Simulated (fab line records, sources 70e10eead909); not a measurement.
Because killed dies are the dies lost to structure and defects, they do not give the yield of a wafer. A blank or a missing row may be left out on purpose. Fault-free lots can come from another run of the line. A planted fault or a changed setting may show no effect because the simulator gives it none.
Comparing a struck lot with a sound one / flow nandHarc / 13 steps out of a route of 1302
Sound: these wafers, L330.3, L330.4, L330.5. Struck: wafers L337.1, L337.2, L337.5. The cause is named last.
Each step with rows lists, per side, the tool, then ch with its chambers, then its first start. Under that, the readings that differ: sound wafers / struck wafers / difference of the means / sigmas: that difference in standard deviations of wafers without a fault.
alike: readings with means less than 2 such deviations apart, plus words and numbers identical on both sides. not compared: withheld readings, readings lacking a value on some wafer, bounds such as >300 that could conceal the same value, and numbers that have no deviation in the record and whose values overlap.
The two part at a step that has a row with sigmas, a row that says differs or no value, or rows on one side only. Non-overlapping numbers with no deviation appear without sigmas and do not part them. Lack of a reading on every wafer of one side parts them only where that side has two or more wafers.

NHARC_P_CONTACT_CVD_23: deposits W, target thk 200 nm, time 557 s.
  sound: cvdW-02 ch 0,1; struck: cvdW-01 ch 0,1
  alike: heaterPowerW, throttleValvePct
NHARC_P_CONTACT_CMP_24: polishes, t overpolish 30 s, target thk 200 nm.
  sound on cmp-04 ch 1,2,3, day 9 23:26; struck on cmp-01 ch 0,1, day 12 18:49
  alike: motorCurrentA, overpolishRunS, timeToEndpointS
following that, these wafers have no rows for 1 step: NHARC_P_CONTACT_SRD_26.
NHARC_P_CONTACT_INSPECT_27:
  sound: defectInspect-02 at day 9 23:49; struck: defectInspect-01 at day 12 19:13
  alike: rawDefectCount
then, 7 steps without rows for these wafers: NHARC_P_M0_DEP_00 (deposits SiOC, target thk 150 nm); NHARC_P_M0_DEHYDRATE_01 (time 120 s); NHARC_P_M0_HMDS_02 (time 30 s); NHARC_P_M0_COAT_33 (time 65 s); NHARC_P_M0_COAT_03 (resist thk 90 nm); NHARC_P_M0_SOFTBAKE_04 (time 55 s); NHARC_P_M0_EBR_05.
NHARC_P_M0_EXPOSE_06: exposes mask P M0, target cd 90 nm.
  sound on arfiScanner-03 ch 0, day 10 00:35; struck on arfiScanner-03, day 12 20:00
  no value came back on the struck wafers for exposureDoseMJCm2, focusOffsetNm (nm); on the sound wafers exposureDoseMJCm2 reads 81.05 81.16 81.15
  alike: mask
then, 1 step without rows for these wafers: NHARC_P_M0_PEB_07 (peb time 65 s).

== WHERE THEY PART ==
Only at NHARC_P_M0_EXPOSE_06, as far as this record shows.

WHY: what the simulator had put in
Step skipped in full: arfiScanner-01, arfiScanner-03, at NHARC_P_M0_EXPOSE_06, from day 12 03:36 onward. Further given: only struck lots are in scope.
